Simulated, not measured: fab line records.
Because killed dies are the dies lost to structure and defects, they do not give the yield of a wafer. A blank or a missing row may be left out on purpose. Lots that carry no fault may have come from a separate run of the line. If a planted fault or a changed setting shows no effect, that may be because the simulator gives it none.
Comparing a struck lot with a sound one	flow nand harc	12 out of 1159 route steps
Sound: these wafers, L160.1, L160.2, L160.5. Wafers L163.1, L163.5, L163.6 were the ones struck. Last of all comes the cause.
Per side, at each step with rows, come the tool, then ch with its chambers, and then its first start. Under that, the readings that differ: sound wafers	struck wafers	difference of the means	sigmas: that difference in standard deviations of wafers without a fault.
alike: readings whose means differ by less than 2 such deviations, and words and numbers that are the same on both sides. not compared: withheld readings, readings that some wafer has no value for, bounds like >300 that may hide the same value, and numbers for which the record gives no deviation and whose values overlap.
The two part at a step that has a row with sigmas, a row that says differs or no value, or rows on one side only. Non-overlapping numbers with no deviation appear without sigmas and do not part them. A reading that every wafer of one side lacks parts them only if that side has two wafers or more.

first, 2 steps without rows for these wafers: NHARC_A_SOURCE_PLATE_CVD_03 (deposits poly-Si, target thk 200 nm, time 4000 s); NHARC_A_SOURCE_PLATE_ANNEAL_05 (time 1800 s).
NHARC_A_SOURCE_PLATE_THK_MEAS_06: measures by ellipsometry.
  struck on film metro-01, day 9 09:13; sound on film metro-02, day 8 07:54
  alike: thk nm
NHARC_A_SOURCE_PLATE_INSPECT_08:
  struck on defect inspect-01, day 9 09:19; sound on defect inspect-01, day 8 07:58
  alike: raw defect count
then, no rows for these wafers at 1 step: NHARC_A_ONON_D1_DEP_00 (target thk 1000 nm).
NHARC_A_ONON_D1_THK_MEAS_02: measures by ellipsometry.
  struck on film metro-02, day 9 09:53; sound on film metro-01, day 8 08:32
reading	sound	struck	difference	sigmas
thk nm (nm)	988 989 988	1012 1014 1010	+24	+2
then, no rows for these wafers at 1 step: NHARC_A_ONON_D1_DEP_03 (target thk 1000 nm).
NHARC_A_ONON_D1_THK_MEAS_05: measures by ellipsometry.
  struck on film metro-02, day 9 10:28; sound on film metro-01, day 8 09:14
  alike: thk nm
then, no rows for these wafers at 1 step: NHARC_A_ONON_D1_DEP_06 (target thk 1000 nm).
NHARC_A_ONON_D1_THK_MEAS_08: measures by ellipsometry.
  struck on film metro-01, day 9 11:02; sound on film metro-01, day 8 09:52
  alike: thk nm
NHARC_A_ONON_D1_DEP_09: target thk 1000 nm.
  sound on pecvd onon-03 ch 0, day 8 09:55; struck on pecvd onon-03 ch 0, day 9 11:05
NHARC_A_ONON_D1_THK_MEAS_11: measures by ellipsometry.
  struck on film metro-02, day 9 11:46; sound on film metro-02, day 8 10:28
reading	sound	struck	difference	sigmas
thk nm (nm)	1004 1003 1003	685 684 684	-319	-33
  not compared: hold

## WHERE THEY PART
Last at NHARC_A_ONON_D1_THK_MEAS_11 as far as this record goes, first at NHARC_A_ONON_D1_THK_MEAS_02.

WHY: whatever the simulator had introduced
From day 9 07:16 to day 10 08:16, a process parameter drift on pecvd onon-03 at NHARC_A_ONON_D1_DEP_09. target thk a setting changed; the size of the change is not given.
